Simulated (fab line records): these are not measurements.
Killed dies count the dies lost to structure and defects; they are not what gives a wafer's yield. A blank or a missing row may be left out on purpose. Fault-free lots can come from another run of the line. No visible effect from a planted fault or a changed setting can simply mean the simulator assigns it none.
fab line records | flow n5-finfet
[record] lots = 9 wafers = 27 last-day = 17
route steps=1938 shown BEOL_M1@797 BEOL_M4@1111 PASSIVATION@1936
lots untouched by any fault: they come from a run of this same line in which no faults occurred
start-h: start of the lot's first displayed wafer, in hours after the record's first day | wait-h: hours from the lot's prior step to this one | " identical to the entry in the row above | L1.1+2: a row that stands for several wafers | - either no value or no given start | * or withheld: withheld | < > ~ a bound
route shown NAME@n: a module of which the file shows steps, and the number in the route of the first | usual: mean and standard deviation over wafers with no fault | same: alike in all rows | chamber/n: place in a boat | sites: the reading at each site | _std_site: their standard deviation | _edge_site: the outer-site mean with the inner-site mean subtracted | radius-mm: how far each site lies from the wafer's centre | mask NAME#n: copy n | behind: the last tool/chamber to shape the wafer | hold: cause of the lot's hold/its duration in hours/its outcome | device: the transistor (n, p or np) that didn't switch | end of line: tests of these same wafers at the route's end | a step without rows: its recipe alone | killed: count of dies lost to structure and defects at first sort (not the wafer's yield) | map: per-die view of a wafer (x killed, . not killed, _ where there is no die)
set.NAME: the setting as run; set.NAME@STEP: as run at that earlier step | model.NAME: the simulator's own value behind a step, which no gauge read
the route's steps for a sample of lots (tables are steps, rows are wafers)
services: a tool's chamber out of use, with start hour (start-h, from the record's first day; less than 0 if before it), hours out, and reason
[[steps]]
[step N5_BEOL_M1_VIA_ETCH_34]
[recipe] chemistry = C4F6/O2 target-depth-a = 678 mask-material = SOC pressure-mtorr = 15 ion-energy-ev = 250 taper-deg = 4 time-s = 64.4 source-w = 350 bias-w = 170 Ar_flow_sccm = 300 C4F6_flow_sccm = 10 O2_flow_sccm = 10
[usual] drypump-motor-current-A = 5.7/0.38 oes-product-au = 0.77/0.082 rf-vpp-V = 665/16 showerhead-plenum-p-Torr = 2.83/0.11 throttle-valve-pct = 30.7/0.31
// columns lot.wafer tool chamber start-h wait-h drypump-motor-current-A oes-product-au rf-hours-counter-h rf-vpp-V showerhead-plenum-p-Torr throttle-valve-pct
L826.2 rie-diel-05 2 125.10 0.0 5.5 0.93 17 658 2.91 30.3
L826.5 " 3 " " 5.6 0.75 - 657 2.75 30.6
L826.6 " 2 " " 5.6 0.92 - 660 2.91 30.3
L832.1 rie-diel-05 2 169.95 0.0 5.5 0.89 29 661 2.90 30.3
L832.2 " 0 " " 6.0 0.68 204 690 2.70 30.9
L832.6 " 1 " " 5.7 0.79 - 636 2.65 31.1
L837.2 rie-diel-05 1 196.73 0.0 5.7 0.77 114 637 2.65 31.1
L837.4 " 3 " " 5.6 0.73 188 657 2.74 30.6
L837.5 " 1 " " 5.7 0.77 - 635 2.65 31.1
L838.1 rie-diel-01 0 204.21 0.0 5.3 0.98 6 670 2.91 30.4
L838.2 " 3 " " 5.5 0.71 214 694 2.93 30.8
L838.6 " 2 " " 5.5 0.69 - 666 2.94 30.8
L844.2 rie-diel-01 2 234.60 0.0 5.5 0.68 237 667 2.93 30.8
L844.4 " 3 " " 5.5 0.69 224 694 2.93 30.8
L844.5 " 2 " " 5.5 0.69 - 667 2.93 30.8
L845.1 rie-diel-04 2 237.42 0.0 5.6 0.75 156 667 2.83 30.2
L845.4 " 3 " " 5.4 0.85 75 649 2.77 30.5
L845.6 " 2 " " 5.6 0.75 - 666 2.83 30.2
L846.3 rie-diel-04 2 249.52 0.0 5.6 0.75 160 666 2.83 30.2
L846.5 " 3 " " 5.4 0.84 - 652 2.76 30.5
L846.6 " 2 " " 5.6 0.74 - 665 2.83 30.2
L847.3 rie-diel-04 1 252.97 0.0 6.5 0.70 199 657 2.81 30.4
L847.5 " 3 " " 5.4 0.84 - 651 2.76 30.5
L847.6 " 0 " " 6.5 0.79 - 670 2.99 31.2
L849.3 rie-diel-04 1 263.08 0.0 6.5 0.70 202 657 2.81 30.4
L849.4 " 0 " " 6.5 0.79 127 670 2.99 31.2
L849.5 " 1 " " 6.5 0.70 - 658 2.81 30.4
[step N5_BEOL_M1_DEGAS_44]
[recipe] ambient = vacuum temp-c = 250 time-s = 60
[usual] heater-power-w = 335/36
// columns lot.wafer tool chamber start-h wait-h heater-power-w
L826.2 pvd-sputter-02 - 125.62 0.1 304
L826.5 " - " " 285
L826.6 " - " " 375
L832.1 pvd-sputter-02 - 170.40 0.0 358
L832.2 " - " " 371
L832.6 " - " " 381
L837.2 pvd-sputter-03 - 197.69 0.4 305
L837.4 " - " " 293
L837.5 " - " " 351
L838.1 pvd-sputter-01 - 204.67 0.0 378
L838.2 " - " " 325
L838.6 " - " " 387
L844.2 pvd-sputter-01 - 235.33 0.3 373
L844.4 " - " " 402
L844.5 " - " " 322
L845.1 pvd-sputter-01 - 238.15 0.3 391
L845.4 " - " " 327
L845.6 " - " " 322
L846.3 pvd-sputter-02 - 250.26 0.2 285
L846.5 " - " " 300
L846.6 " - " " 286
L847.3 pvd-sputter-02 - 253.89 0.5 305
L847.5 " - " " 371
L847.6 " - " " 353
L849.3 pvd-sputter-01 - 263.93 0.4 386
L849.4 " - " " 322
L849.5 " - " " 325
[step N5_BEOL_M1_CVD_47]
[recipe] material = Co target-thk-a = 30 temp-c = withheld precursor = CCTBA/H2 pressure-torr = 30 time-s = 223.8
[usual] chamber-pressure-Torr = 30.00/0.064 run-length-s = 246.6/0.38
// columns lot.wafer tool chamber start-h wait-h chamber-pressure-Torr run-length-s
L826.2 cvd-co-01 0 126.03 0.0 30.03 246.6
L826.5 " 0 " " 29.91 246.8
L826.6 " 2 " " 30.03 246.9
L832.1 cvd-co-02 2 170.92 0.0 29.89 246.2
L832.2 " 0 " " 29.92 246.9
L832.6 " 0 " " 30.01 246.2
L837.2 cvd-co-02 2 198.80 0.3 - -
L837.4 " 2 " " - -
L837.5 " 0 " " - -
L838.1 cvd-co-02 2 205.23 0.0 - -
L838.2 " 0 " " - -
L838.6 " 1 " " - -
L844.2 cvd-co-02 2 235.82 0.0 29.93 246.2
L844.4 " 0 " " 30.12 246.9
L844.5 " 2 " " 29.99 246.4
L845.1 cvd-co-02 0 238.66 0.0 30.04 246.3
L845.4 " 1 " " 29.99 246.2
L845.6 " 0 " " 29.91 246.7
L846.3 cvd-co-02 2 251.19 0.4 30.05 246.1
L846.5 " 0 " " 30.03 246.2
L846.6 " 1 " " 30.02 246.4
L847.3 cvd-co-02 2 254.59 0.1 29.98 246.3
L847.5 " 1 " " 29.94 246.3
L847.6 " 2 " " 30.02 246.5
L849.3 cvd-co-02 0 264.33 0.0 29.92 246.4
L849.4 " 0 " " 29.90 246.9
L849.5 " 1 " " 30.05 246.3
[step N5_BEOL_M1_ANNEAL_49]
[recipe] temp-c = 400 time-s = 240 ambient = vacuum
[usual] heater-power-w = 834/86
// columns lot.wafer tool chamber start-h wait-h heater-power-w
L826.2 pvd-sputter-01 - 126.28 0.0 806
L826.5 " - " " 922
L826.6 " - " " 799
L832.1 pvd-sputter-03 - 171.34 0.0 868
L832.2 " - " " 750
L832.6 " - " " 881
L837.2 pvd-sputter-02 - 199.32 0.0 905
L837.4 " - " " 782
L837.5 " - " " 887
L838.1 pvd-sputter-01 - 205.60 0.0 802
L838.2 " - " " 816
L838.6 " - " " 958
L844.2 pvd-sputter-03 - 236.08 0.0 729
L844.4 " - " " 886
L844.5 " - " " 780
L845.1 pvd-sputter-03 - 238.90 0.0 781
L845.4 " - " " 734
L845.6 " - " " 888
L846.3 pvd-sputter-02 - 251.43 0.0 720
L846.5 " - " " 933
L846.6 " - " " 707
L847.3 pvd-sputter-01 - 254.83 0.0 837
L847.5 " - " " 1002
L847.6 " - " " 937
L849.3 pvd-sputter-03 - 264.65 0.0 877
L849.4 " - " " 732
L849.5 " - " " 757
[step N5_BEOL_M1_CMP_52]
[recipe] stop-on = SiOC t-overpolish-s = 6.8 down-force-psi = 1 platen-rpm = 50 clearing-platen-down-force-psi = 1.5 clearing-platen-rpm = 50 post-cmp-clean = cu-alkaline target-thk-nm = 40 clearing-platen-pad-velocity-m-s = 0.99484 pad-velocity-m-s = 0.99484
[usual] barrier-field-endpoint-s = 24.2/0.59 motor-current-A = 5.8/0.74 pad-life-wafers = 1116/480
// columns lot.wafer tool chamber start-h wait-h barrier-field-endpoint-s motor-current-A pad-life-wafers
L826.2 cmp-03 0 129.09 0.3 25.1 5.7 788
L826.6 " 2 " " 24.8 6.1 -
L826.5 " 3 " " 25.5 4.6 -
L832.2 cmp-04 0 173.59 0.3 23.6 5.2 908
L832.1 " 1 " " 23.9 6.8 909
L832.6 " 2 " " 24.6 7.1 -
L837.4 cmp-04 0 201.75 0.2 20.4 5.0 1099
L837.2 " 2 " " 20.8 7.1 1101
L837.5 " 0 " " 21.5 4.9 -
L838.2 cmp-03 0 207.86 0.2 20.5 5.6 1380
L838.1 " 3 " " 20.6 4.8 1383
L838.6 " 1 " " 21.5 6.4 -
L844.2 cmp-02 0 238.65 0.3 24.0 5.8 355
L844.4 " 2 " " 24.2 6.3 357
L844.5 " 3 " " 25.1 5.4 -
L845.4 cmp-02 1 242.20 1.1 23.2 5.5 378
L845.1 " 3 " " 24.2 5.1 380
L845.6 " 1 " " 23.3 5.2 -
L846.3 cmp-02 3 253.60 0.2 24.2 5.2 474
L846.5 " 3 " " 24.4 5.1 -
L846.6 " 0 " " 24.7 5.3 -
L847.3 cmp-04 3 257.08 0.2 24.4 5.4 1616
L847.6 " 1 " " 23.5 6.5 -
L847.5 " 2 " " 24.7 7.2 -
L849.4 cmp-02 3 266.82 0.1 25.0 5.3 588
L849.3 " 1 " " 23.6 5.2 590
L849.5 " 3 " " 25.5 5.2 -
[step N5_BEOL_M4_RC_MEAS_101]
[usual] DIBL_N = 36.8/2.1 DIBL_P = 37.1/2.2 IOFF_N = 0.18/0.037 IOFF_P = 0.23/0.041 ION_N = 682/13 ION_P = 467/8.6 SS_N = 71.7/0.61 SS_P = 73.5/0.6 VT_N = 248/3.4 VT_P = -249/3.5
// columns lot.wafer tool chamber start-h wait-h DIBL_N[mV/V] DIBL_P[mV/V] IOFF_N[nA/um] IOFF_P[nA/um] ION_N[uA/um] ION_P[uA/um] SS_N[mV/dec] SS_P[mV/dec] VT_N[mV] VT_P[mV]
L826.2 prober-01 0 165.44 0.2 35.8 36.0 0.16 0.24 689 488 71.3 73.0 246 -246
L826.5 " 0 " " 36.0 36.6 0.16 0.24 682 473 71.6 73.7 248 -245
L826.6 " 0 " " 37.5 38.2 0.18 0.26 693 484 71.4 73.5 246 -244
L832.1 prober-01 0 205.60 0.0 37.9 37.5 0.18 0.21 657 445 72.1 73.3 250 -250
L832.2 " 0 " " 37.7 38.5 0.18 0.22 675 456 71.6 73.6 247 -253
L832.6 " 0 " " 36.2 37.0 0.14 0.19 659 449 71.4 72.8 253 -251
L844.2 prober-02 0 272.71 0.2 36.3 37.1 0.17 0.23 673 467 71.9 73.9 248 -248
L844.4 " 0 " " 35.7 35.9 0.15 0.21 678 473 71.7 73.5 250 -248
L844.5 " 0 " " 32.1 32.2 0.10 0.16 661 458 71.4 72.7 255 -254
L845.1 prober-02 0 281.75 0.0 34.4 33.9 0.13 0.19 686 464 70.8 72.9 250 -247
L845.4 " 0 " " 35.2 34.6 0.15 0.20 679 471 71.1 72.9 246 -250
L845.6 " 0 " " 35.3 35.2 0.15 0.20 676 469 71.8 72.9 250 -249
L846.3 prober-02 0 294.77 0.3 38.5 39.1 0.22 0.26 699 473 71.3 75.0 245 -248
L846.5 " 0 " " 34.8 34.6 0.14 0.18 669 467 70.4 73.3 253 -249
L846.6 " 0 " " 36.3 36.2 0.18 0.21 696 472 70.7 73.9 247 -251
L847.3 prober-01 0 302.78 0.3 37.0 39.5 0.20 0.29 694 475 72.4 74.0 245 -242
L847.5 " 0 " " 37.0 39.3 0.19 0.29 685 476 71.6 73.7 247 -242
L847.6 " 0 " " 39.1 41.5 0.24 0.33 696 480 73.0 74.6 244 -242
L849.3 prober-01 0 306.84 0.3 36.3 35.6 0.15 0.20 679 466 71.5 73.2 249 -251
L849.4 " 0 " " 38.0 38.2 0.18 0.25 682 469 72.5 74.5 248 -249
L849.5 " 0 " " 37.9 38.1 0.18 0.24 688 469 71.8 73.6 249 -247
[step N5_PASSIVATION_PROBE_49]
[usual] defect-limited-yield = 91.0/1.4 killed_at_M0_to_M3 = 35/10 killed_at_M4_up = 13/6 killed-at-contacts = 13/6.4 killed-at-front-end = 42/12 killed-at-other = 3.2/2.4 killed-dies = 107/17 killed-on-rim = 15/4.1 killed-open = 69/13 killed-short = 33/7.3 sort_bin_5_function = 5.3/0.92 sort_bin_6_memory = 3.3/0.66 sort-n-pass = 1073/17 sort-yield-pct = 90.9/1.4
[same] gross-dies = 1180 killed-at-back-side = 0 sort_bin_4_leakage[%] = 0 sort_bin_8_speed[%] = 0
// columns lot.wafer tool chamber start-h wait-h defect-limited-yield[%] killed_at_M0_to_M3 killed_at_M4_up killed-at-contacts killed-at-front-end killed-at-other killed-dies killed-on-rim killed-open killed-short sort_bin_5_function[%] sort_bin_6_memory[%] sort-n-pass sort-yield-pct[%]
L826.2 prober-02 - 265.21 0.1 90.7 33 10 18 46 3 110 16 67 38 5.2 3.6 1070 90.7
L826.5 prober-02 - 265.36 0.2 91.1 25 13 20 43 4 105 17 71 29 4.7 3.5 1075 91.1
L826.6 prober-02 - 265.41 0.3 88.6 27 12 20 74 2 135 24 75 57 6.8 4.3 1045 88.6
L832.1 prober-01 - 312.41 0.0 89.7 36 17 8 56 5 122 20 65 47 5.3 4.1 1058 89.7
L832.2 prober-01 - 312.46 0.1 89.8 39 24 8 48 1 120 17 71 42 5.8 3.7 1060 89.8
L832.6 prober-01 - 312.66 0.3 89.7 34 14 17 50 6 121 16 66 45 5.9 3.6 1059 89.7
L837.2 prober-01 - 334.07 0.1 0 1137 7 8 28 0 1180 152 43 14 89.9 10.1 0 0
L837.4 prober-01 - 334.17 0.2 0 1134 7 10 27 2 1180 152 49 20 89.5 10.3 0 0
L837.5 prober-01 - 334.22 0.2 0 1128 14 5 32 1 1180 152 56 26 89.2 10.8 0 0
L838.1 prober-01 - 353.77 0.0 0 1125 13 11 30 1 1180 152 52 27 91.3 8.3 0 0
L838.2 prober-01 - 353.82 0.1 0 1116 6 7 48 3 1180 152 55 20 90.9 8.9 0 0
L838.6 prober-01 - 354.02 0.3 0 1146 9 6 19 0 1180 152 44 23 89.4 10.5 0 0
L844.2 prober-02 - 378.96 0.1 91.9 26 11 9 46 3 95 14 65 23 4.6 2.6 1085 91.9
L844.4 prober-02 - 379.06 0.2 92.2 24 6 23 37 2 92 13 56 34 4.5 2.9 1088 92.2
L844.5 prober-02 - 379.11 0.2 90.7 26 19 9 54 2 110 17 68 39 5.8 3.3 1070 90.7
L845.1 prober-02 - 392.04 0.0 89.3 22 7 24 67 6 126 20 89 37 6.2 4.0 1054 89.3
L845.4 prober-02 - 392.19 0.2 89.6 30 14 18 60 1 123 13 89 34 5.9 4.2 1057 89.6
L845.6 prober-02 - 392.29 0.3 90.5 40 6 9 55 2 112 9 77 35 6.0 3.1 1068 90.5
L846.3 prober-01 - 398.37 0.1 90.6 52 8 10 37 4 111 19 70 39 5.6 3.4 1069 90.6
L846.5 prober-01 - 398.47 0.2 93.1 31 15 10 18 7 81 15 50 31 3.6 2.8 1099 93.1
L846.6 prober-01 - 398.52 0.3 89.7 49 16 8 44 4 121 22 90 26 5.5 4.4 1059 89.7
L847.3 prober-01 - 405.03 0.1 89.2 40 11 26 49 2 128 20 82 45 6.3 4.2 1052 89.2
L847.5 prober-01 - 405.13 0.2 90.7 42 16 15 36 1 110 20 70 36 5.5 3.5 1070 90.7
L847.6 prober-01 - 405.18 0.3 93.1 27 5 12 37 0 81 11 58 20 4.5 2.1 1099 93.1
L849.3 prober-01 - 411.02 0.1 91.6 35 8 12 43 1 99 12 66 28 4.4 3.6 1081 91.6
L849.4 prober-01 - 411.07 0.2 91.9 33 6 8 48 1 96 20 66 27 5.0 2.5 1084 91.9
L849.5 prober-01 - 411.12 0.2 90.3 32 2 22 52 6 114 21 76 35 6.4 3.1 1066 90.3
// killed by level:class
L826.2 MOL_CONTACT_COAG:geometric-particle:open=18 GATE_CUT:geometric-particle:short=7 BEOL_M0_SAQP:geometric-particle:short=7 BEOL_M2:geometric-particle:open=7 ILD0:geometric-particle:open=6 GATE_CUT:geometric-particle:open=6 FIN_SAQP:geometric-particle:short=5 BEOL_M4:geometric-particle:open=5
L826.5 MOL_CONTACT_COAG:geometric-particle:open=15 STI_FIN_REVEAL:geometric-particle:open=7 DUMMY_GATE:geometric-particle:open=6 BEOL_M1:geometric-particle:open=6 FIN_SAQP:geometric-particle:short=5 FIN_SAQP:geometric-particle:open=5 GATE_CUT:geometric-particle:short=5 GATE_CUT:geometric-particle:open=5
L826.6 FIN_SAQP:geometric-particle:short=15 MOL_CONTACT_COAG:geometric-particle:open=13 STI_FIN_REVEAL:geometric-particle:open=11 GATE_CUT:geometric-particle:open=9 GATE_CUT:geometric-particle:short=9 STARTING-WAFER:geometric-particle:short=8 MOL_CONTACT_COAG:geometric-particle:short=7 BEOL_M0_SAQP:geometric-particle:short=7
L832.1 FIN_SAQP:geometric-particle:open=17 FIN_SAQP:geometric-particle:short=15 BEOL_M3:geometric-particle:open=13 BEOL_M0_SAQP:geometric-particle:short=9 MOL_CONTACT_COAG:geometric-particle:open=7 STARTING-WAFER:geometric-particle:short=6 BEOL_M3:geometric-particle:short=5 BEOL_M4:geometric-particle:open=5
L832.2 FIN_SAQP:geometric-particle:open=10 BEOL_M0_SAQP:geometric-particle:short=10 BEOL_M3:geometric-particle:open=9 FIN_SAQP:geometric-particle:short=8 BEOL_M4:geometric-particle:open=8 BEOL_M0_SAQP:geometric-particle:open=6 BEOL_M3:geometric-particle:short=6 STI_FIN_REVEAL:geometric-particle:open=5
L832.6 FIN_SAQP:geometric-particle:open=13 BEOL_M3:geometric-particle:open=11 FIN_SAQP:geometric-particle:short=10 MOL_CONTACT_COAG:geometric-particle:open=10 STARTING-WAFER:geometric-particle:short=5 GATE_CUT:geometric-particle:short=5 MOL_CONTACT_COAG:geometric-particle:short=5 BEOL_M0_SAQP:geometric-particle:short=4
L837.2 BEOL_M1:area-cvd=857 BEOL_M1:interface-void-opened=263 FIN_SAQP:geometric-particle:open=9 MOL_CONTACT_COAG:geometric-particle:open=7 STARTING-WAFER:geometric-particle:open=5 FIN_SAQP:geometric-particle:short=4 BEOL_M0_SAQP:geometric-particle:open=4 BEOL_M0_SAQP:geometric-particle:short=4
L837.4 BEOL_M1:area-cvd=828 BEOL_M1:interface-void-opened=282 FIN_SAQP:geometric-particle:open=8 MOL_CONTACT_COAG:geometric-particle:open=8 BEOL_M0_SAQP:geometric-particle:short=7 DUMMY_GATE:geometric-particle:open=5 BEOL_M1:geometric-particle:open=5 BEOL_M0_SAQP:geometric-particle:open=4
L837.5 BEOL_M1:area-cvd=857 BEOL_M1:interface-void-opened=239 FIN_SAQP:geometric-particle:open=13 BEOL_M1:geometric-particle:open=10 FIN_SAQP:geometric-particle:short=8 BEOL_M0_SAQP:geometric-particle:open=8 BEOL_M4:geometric-particle:open=6 GATE_CUT:geometric-particle:short=4
L838.1 BEOL_M1:area-cvd=870 BEOL_M1:interface-void-opened=230 BEOL_M4:geometric-particle:open=9 DUMMY_GATE:geometric-particle:open=7 MOL_CONTACT_COAG:geometric-particle:open=7 STI_FIN_REVEAL:geometric-particle:open=6 FIN_SAQP:geometric-particle:short=5 BEOL_M2:geometric-particle:open=5
L838.2 BEOL_M1:area-cvd=868 BEOL_M1:interface-void-opened=235 STI_FIN_REVEAL:geometric-particle:open=18 DUMMY_GATE:geometric-particle:open=6 MOL_CONTACT_COAG:geometric-particle:open=6 STI_FIN_REVEAL:geometric-particle:short=4 ILD0:geometric-particle:short=4 GATE_CUT:geometric-particle:short=4
L838.6 BEOL_M1:area-cvd=849 BEOL_M1:interface-void-opened=263 BEOL_M0_SAQP:geometric-particle:short=8 BEOL_M2:geometric-particle:open=7 BEOL_M3:geometric-particle:open=7 STI_FIN_REVEAL:geometric-particle:open=6 BEOL_M0_SAQP:geometric-particle:open=6 BEOL_M4:geometric-particle:open=6
L844.2 STI_FIN_REVEAL:geometric-particle:open=18 DUMMY_GATE:geometric-particle:open=8 BEOL_M0_SAQP:geometric-particle:short=7 MOL_CONTACT_COAG:geometric-particle:open=7 HKMG_FIN:area-etch=7 BEOL_M4:geometric-particle:open=5 BEOL_M1:geometric-particle:open=4 BEOL_M2:geometric-particle:open=4
L844.4 MOL_CONTACT_COAG:geometric-particle:open=19 GATE_CUT:geometric-particle:short=13 BEOL_M3:geometric-particle:open=10 STI_FIN_REVEAL:geometric-particle:open=6 MOL_CONTACT_COAG:geometric-particle:short=4 BEOL_M1:geometric-particle:short=4 FIN_SAQP:geometric-particle:short=3 FIN_SAQP:geometric-particle:open=3
L844.5 STI_FIN_REVEAL:geometric-particle:open=21 FIN_SAQP:geometric-particle:short=7 BEOL_M4:geometric-particle:open=6 STI_FIN_REVEAL:geometric-particle:short=5 BEOL_M0_SAQP:geometric-particle:short=5 BEOL_M3:geometric-particle:open=5 BEOL_M5:geometric-particle:open=5 FIN_CUT:geometric-particle:open=4
L845.1 STI_FIN_REVEAL:geometric-particle:open=26 MOL_CONTACT_COAG:geometric-particle:open=16 FIN_SAQP:geometric-particle:open=13 MOL_CONTACT_COAG:geometric-particle:short=8 BEOL_M3:geometric-particle:open=7 FIN_SAQP:geometric-particle:short=6 BEOL_M0_SAQP:geometric-particle:short=5 GATE_CUT:geometric-particle:open=3
L845.4 FIN_SAQP:geometric-particle:open=19 STI_FIN_REVEAL:geometric-particle:open=17 MOL_CONTACT_COAG:geometric-particle:open=15 FIN_SAQP:geometric-particle:short=10 BEOL_M0_SAQP:geometric-particle:short=6 BEOL_M0_SAQP:geometric-particle:open=6 BEOL_M2:geometric-particle:open=6 BEOL_M3:geometric-particle:open=4
L845.6 BEOL_M3:geometric-particle:open=16 STI_FIN_REVEAL:geometric-particle:open=13 FIN_SAQP:geometric-particle:open=12 BEOL_M0_SAQP:geometric-particle:open=10 BEOL_M0_SAQP:geometric-particle:short=6 MOL_CONTACT_COAG:geometric-particle:open=5 FIN_SAQP:geometric-particle:short=4 DUMMY_GATE:geometric-particle:open=4
L846.3 BEOL_M2:geometric-particle:open=17 FIN_SAQP:geometric-particle:short=10 BEOL_M0_SAQP:geometric-particle:open=9 STI_FIN_REVEAL:geometric-particle:open=9 BEOL_M1:geometric-particle:open=9 MOL_CONTACT_COAG:geometric-particle:open=7 BEOL_M1:geometric-particle:short=6 BEOL_M2:geometric-particle:short=6
L846.5 BEOL_M1:geometric-particle:open=11 MOL_CONTACT_COAG:geometric-particle:open=10 BEOL_M2:geometric-particle:open=6 BEOL_M4:geometric-particle:short=6 BEOL_M3:geometric-particle:open=5 BEOL_M0_SAQP:geometric-particle:short=4 FIN_SAQP:geometric-particle:short=3 DUMMY_GATE:geometric-particle:short=3
L846.6 BEOL_M1:geometric-particle:open=18 BEOL_M2:geometric-particle:open=16 STI_FIN_REVEAL:geometric-particle:open=14 FIN_SAQP:geometric-particle:open=7 MOL_CONTACT_COAG:geometric-particle:open=7 BEOL_M0_SAQP:geometric-particle:open=5 FIN_SAQP:geometric-particle:short=4 DUMMY_GATE:geometric-particle:open=4
L847.3 MOL_CONTACT_COAG:geometric-particle:open=22 DUMMY_GATE:geometric-particle:open=13 BEOL_M0_SAQP:geometric-particle:short=13 STI_FIN_REVEAL:geometric-particle:open=9 BEOL_M0_SAQP:geometric-particle:open=9 FIN_SAQP:geometric-particle:short=8 MOL_CONTACT_COAG:geometric-particle:short=4 DUMMY_GATE:geometric-particle:short=4
L847.5 BEOL_M0_SAQP:geometric-particle:open=15 MOL_CONTACT_COAG:geometric-particle:open=13 BEOL_M0_SAQP:geometric-particle:short=12 STI_FIN_REVEAL:geometric-particle:open=9 BEOL_M5:geometric-particle:open=7 BEOL_M0:geometric-particle:open=6 FIN_SAQP:geometric-particle:open=4 STI_FIN_REVEAL:geometric-particle:short=4
L847.6 STI_FIN_REVEAL:geometric-particle:open=15 MOL_CONTACT_COAG:geometric-particle:open=10 BEOL_M0_SAQP:geometric-particle:open=9 STI_FIN_REVEAL:geometric-particle:short=4 BEOL_M0_SAQP:geometric-particle:short=4 BEOL_M3:geometric-particle:open=4 DUMMY_GATE:geometric-particle:open=3 GATE_CUT:geometric-particle:short=3
L849.3 FIN_SAQP:geometric-particle:open=16 BEOL_M1:geometric-particle:open=12 MOL_CONTACT_COAG:geometric-particle:open=10 GATE_CUT:geometric-particle:short=5 BEOL_M0_SAQP:geometric-particle:open=5 BEOL_M0_SAQP:geometric-particle:short=5 STI_FIN_REVEAL:geometric-particle:open=4 DUMMY_GATE:geometric-particle:open=3
L849.4 STI_FIN_REVEAL:geometric-particle:open=10 BEOL_M0_SAQP:geometric-particle:open=9 FIN_SAQP:geometric-particle:open=8 BEOL_M1:geometric-particle:open=7 BEOL_M3:geometric-particle:open=7 ILD0:geometric-particle:open=5 BEOL_M0_SAQP:geometric-particle:short=5 FIN_SAQP:geometric-particle:short=4
L849.5 STI_FIN_REVEAL:geometric-particle:open=20 MOL_CONTACT_COAG:geometric-particle:open=17 BEOL_M0_SAQP:geometric-particle:short=9 FIN_SAQP:geometric-particle:short=6 BEOL_M0_SAQP:geometric-particle:open=6 BEOL_M3:geometric-particle:open=6 MOL_CONTACT_COAG:geometric-particle:short=5 STARTING-WAFER:geometric-particle:open=5
[[services]]
// columns tool chamber start-h hours kind
rie-diel-01 1 103.37 4.6 repair
cmp-02 - 113.88 0.6 repair
cvd-co-02 1 114.67 - clean
cvd-co-02 1 114.67 22.0 scheduled-down
rie-diel-04 0 115.51 14.2 repair
pvd-sputter-03 - 136.53 4.5 repair
cmp-03 - 154.68 3.6 repair
cmp-04 - 160.39 5.2 repair
rie-diel-04 1 160.42 8.4 repair
rie-diel-04 - 161.90 4.3 pm
cvd-co-01 - 168.74 6.0 pm
rie-diel-04 2 186.18 3.8 repair
cmp-04 - 186.80 5.9 pm
cmp-02 - 194.17 4.0 pm
cmp-03 - 198.60 4.6 pm
rie-diel-05 1 199.14 22.3 repair
cmp-03 - 204.47 0.6 repair
cmp-03 - 218.22 5.1 pm
rie-diel-04 - 219.11 0.4 repair
cvd-co-01 - 222.89 3.0 repair
cmp-03 - 224.05 0.2 repair
cmp-03 - 247.08 1.8 repair
rie-diel-05 2 262.35 13.6 repair
cmp-04 - 263.94 6.4 repair
[[key]]
[first-sign] step = N5_BEOL_M1_CVD_47 reading = tool-record direction = missing
[effect] step = N5_BEOL_M1_CMP_52 reading = barrier-field-endpoint-s direction = down sigmas = 5.6 usual = 24.2 struck = 20.9
[effect] step = N5_PASSIVATION_PROBE_49 reading = killed_at_M0_to_M3 direction = up sigmas = 99+ usual = 35 struck = 1131
[more-kills-born-at] N5_BEOL_M1_CVD_47@cvd-co-02 = 5129
met-at N5_BEOL_M1_CVD_47
struck-lots L837,L838
later-rows-left-out L837.2,L837.4,L837.5,L838.1,L838.2,L838.6
not-acting-at N5_BEOL_M1_VIA_ETCH_34,N5_BEOL_M1_DEGAS_44,N5_BEOL_M1_ANNEAL_49
onset-between 170.92 198.80
[fault] kind = skipped-step-whole tool = cvd-co-02 chamber = - onset-h = 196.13 steps = N5_BEOL_M1_CVD_47 scope = struck-lots-only
// later-rows-left-out: the simulator's readings of these wafers behind a module that went badly wrong aren't trusted and aren't shown, but for the sort
